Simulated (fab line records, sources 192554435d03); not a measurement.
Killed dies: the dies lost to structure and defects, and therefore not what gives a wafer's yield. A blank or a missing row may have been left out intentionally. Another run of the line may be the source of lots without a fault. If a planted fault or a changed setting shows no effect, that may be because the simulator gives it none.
A lot that was struck, set against a sound lot + flow n5_finfet + 16 steps out of a route of 1938
Sound: wafers L775.1, L775.2, L775.3. Struck: wafers L772.2, L772.5, L772.6. Last of all comes the cause.
Each step with rows lists, per side, the tool, then ch with its chambers, then its first start. Under that, the readings that differ: sound wafers + struck wafers + difference of the means + sigmas: that difference in standard deviations of wafers without a fault.
alike: words and numbers the same on both sides, and readings whose means are apart by under 2 such deviations; not compared: readings that were withheld, readings missing a value for some wafer, numbers with overlapping values and no deviation given by the record, and bounds like >300 which may hide the same value.
Wherever a step has rows on one side only, a row that says differs or no value, or a row with sigmas, the two part there. When numbers do not overlap yet have no deviation, they are printed without sigmas and do not part them. A reading missing from all wafers of one side parts the sides only when that side holds two or more wafers.

first, 6 steps without rows for these wafers: N5_BEOL_M0_SAQP_COAT_34 (resist thk 30 nm); N5_BEOL_M0_SAQP_EBR_36; N5_BEOL_M0_SAQP_SOFTBAKE_35 (time 60 s); N5_BEOL_M0_SAQP_EXPOSE_37 (exposes mask M0 CUT1, target cd 30 nm); N5_BEOL_M0_SAQP_PEB_38 (peb time 60 s); N5_BEOL_M0_SAQP_DEVELOP_39 (develop time 30 s).
N5_BEOL_M0_SAQP_CD_MEAS_40: target cd 30 nm.
  sound on cd_sem-02 ch 0, day 10 02:31; struck on cd_sem-01 ch 0, day 9 11:20
  alike: cd_nm
N5_BEOL_M0_SAQP_OVL_MEAS_41:
  sound on overlay-01 ch 0, day 10 02:33; struck on overlay-02 ch 0, day 9 11:23
  alike: M0_CUT1_OVL
N5_BEOL_M0_SAQP_INSPECT_42: inspects for defects (brightfield).
  sound on defect_inspect-02, day 10 02:37; struck on defect_inspect-02, day 9 11:26
  alike: raw_defect_count
N5_BEOL_M0_SAQP_DESCUM_45: chemistry O2, time 7 s.
  sound on rie_diel-06 ch 0,2,3, day 10 02:47; struck on rie_diel-06 ch 0,2,3, day 9 11:40
  alike: drypump_motor_current_A, oes_product_au, rf_vpp_V, showerhead_plenum_p_Torr, throttle_valve_pct
  not compared: rf_hours_counter_h
N5_BEOL_M0_SAQP_ETCH_88: etches underlayer in N2/H2, target depth 6.5 nm, time 5.2 s.
  sound on rie_diel-06 ch 0,2,3, day 10 02:49; struck on rie_diel-06 ch 0,2,3, day 9 11:42
  alike: bias_w, chamber_pressure_mTorr, drypump_motor_current_A, etch_rf_on_time_s, n2_flow_sccm, oes_product_au, rf_vpp_V, showerhead_plenum_p_Torr, throttle_valve_pct
  not compared: rf_hours_counter_h
N5_BEOL_M0_SAQP_ETCH_73: etches SiARC in CF4, target depth 19.5 nm, time 32.5 s.
  sound on rie_diel-06 ch 0,2,3, day 10 02:50; struck on rie_diel-06 ch 0,2,3, day 9 11:43
  alike: bias_w, cf4_flow_sccm, drypump_motor_current_A, etch_rf_on_time_s, mfc_ar_sccm, oes_product_au, rf_vpp_V, showerhead_plenum_p_Torr, throttle_valve_pct
  not compared: rf_hours_counter_h
N5_BEOL_M0_SAQP_CUT_ETCH_46: etches SOC in N2/H2, target depth 135 nm, overetch 27 nm, time 202.5 s.
  sound on rie_diel-06 ch 0,2,3, day 10 02:52; struck on rie_diel-06 ch 0,2,3, day 9 11:45
  no value came back on the struck wafers for any of 8 readings (bias_w (W), chamber_pressure_mTorr (mTorr) and others); on the sound wafers bias_w (W) reads 149.5 149.2 149.7
| reading                                              | sound     | struck   | difference | sigmas |
|------------------------------------------------------|-----------|----------|------------|--------|
| model.SiARC_of_BEOL_M0_SAQP_COAT_72.thk_nm (nm)      | 4.6 5 5.4 | 15 15 15 | +10        |        |
| model.underlayer_of_BEOL_M0_SAQP_COAT_87.thk_nm (nm) | 0 0 0     | 5 5 5    | +5         |        |
then, 1 step without rows for these wafers: N5_BEOL_M0_SAQP_STRIP_74 (strips in N2/H2).
N5_BEOL_M4_RC_MEAS_101:
  the record has rows for the sound wafers here (prober-01 ch 0, day 13 19:06) and none for the struck ones
-- a jump in the record: the struck wafers' starts before and after are 8 days apart (it breaks off in module BEOL_M4 and resumes in module PASSIVATION, where the first step shown is number 1936 of the route) --
N5_PASSIVATION_PROBE_49:
  record: rows for the struck wafers here (prober-02, day 17 18:23), none for the sound ones

## WHERE THEY PART
At N5_BEOL_M0_SAQP_CUT_ETCH_46 first; at N5_PASSIVATION_PROBE_49 last (within this record only).

WHY: whatever the simulator had introduced
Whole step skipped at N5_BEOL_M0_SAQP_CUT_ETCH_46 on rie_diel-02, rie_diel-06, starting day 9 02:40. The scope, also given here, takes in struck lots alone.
